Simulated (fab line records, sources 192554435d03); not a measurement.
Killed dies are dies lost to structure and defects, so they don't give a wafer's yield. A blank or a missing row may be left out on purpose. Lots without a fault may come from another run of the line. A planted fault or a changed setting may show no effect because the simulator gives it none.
Chamber matching | flow n5_finfet | N5_BEOL_M8_CURE_75 on uv_cure-01: 3 sister chambers
The step cures SiCOH lowk, time 120 s. 16 wafers are shown with their chamber, then 8 later ones without.

WAFERS WITH THEIR CHAMBER
wafer  | chamber | wafer_temp_C_max | lamp_power_pct (%)
L075.2 | 2       | 371.6            | 52.33
L075.3 | 2       | 371.0            | 52.37
L075.4 | 2       | 371.2            | 52.22
L078.1 | 1       | 372.0            | 52.23
L078.2 | 1       | 371.3            | 52.31
L078.4 | 1       | 371.3            | 52.35
L083.3 | 0       | 371.9            | 52.33
L083.4 | 0       | 371.7            | 52.33
L083.5 | 0       | 371.1            | 52.28
L090.3 | 0       | 371.4            | 52.21
L090.4 | 0       | 371.5            | 52.23
L090.5 | 0       | 370.9            | 52.22
L092.3 | 2       | 370.8            | 52.27
L092.4 | 2       | 371.4            | 52.27
L092.5 | 2       | 371.3            | 52.21
L095.1 | 0       | 371.9            | 52.37

SIGNATURES (means of the wafers above)
reading          | chamber 0 | chamber 1 | chamber 2 | scatter within a chamber
wafer_temp_C_max | 371.486   | 371.533   | 371.217   | 0.353
lamp_power_pct   | 52.2814   | 52.2967   | 52.2783   | 0.0625
Rule: a wafer's distance from a chamber is the root of the sum, over the readings, of the square of ((its reading less the chamber's mean) divided by the reading's scatter). The wafer belongs to the nearest chamber; if the next one is less than 2 further off, it can't be placed. The scatter: the root of (the sum of the squares of (reading less its chamber's mean) over the shown wafers, divided by (wafers less chambers)).

WAFERS WITHOUT THEIR CHAMBER
wafer  | wafer_temp_C_max | lamp_power_pct (%)
L095.2 | 371.3            | 52.34
L095.6 | 371.1            | 52.23
L095.3 | 371.7            | 52.39
L095.4 | 371.3            | 52.37
L095.5 | 371.2            | 52.30
L096.1 | 371.3            | 52.41
L096.3 | 371.8            | 52.38
L096.6 | 371.2            | 52.37

WHICH CHAMBER EACH WENT THROUGH
wafer  | from the rows above          | in truth
L095.2 | can't be placed: 1 or 2 or 0 | 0
L095.6 | can't be placed: 2 or 0 or 1 | 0
L095.3 | can't be placed: 1 or 0 or 2 | 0
L095.4 | can't be placed: 1 or 2 or 0 | 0
L095.5 | can't be placed: 2 or 0 or 1 | 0
L096.1 | can't be placed: 1 or 2 or 0 | 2
L096.3 | can't be placed: 1 or 0 or 2 | 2
L096.6 | can't be placed: 2 or 1 or 0 | 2
Placed correctly: 0 of 8. Can't be placed from these rows: 8 (the true chamber is among the candidates in 8). Placed wrongly: 0.
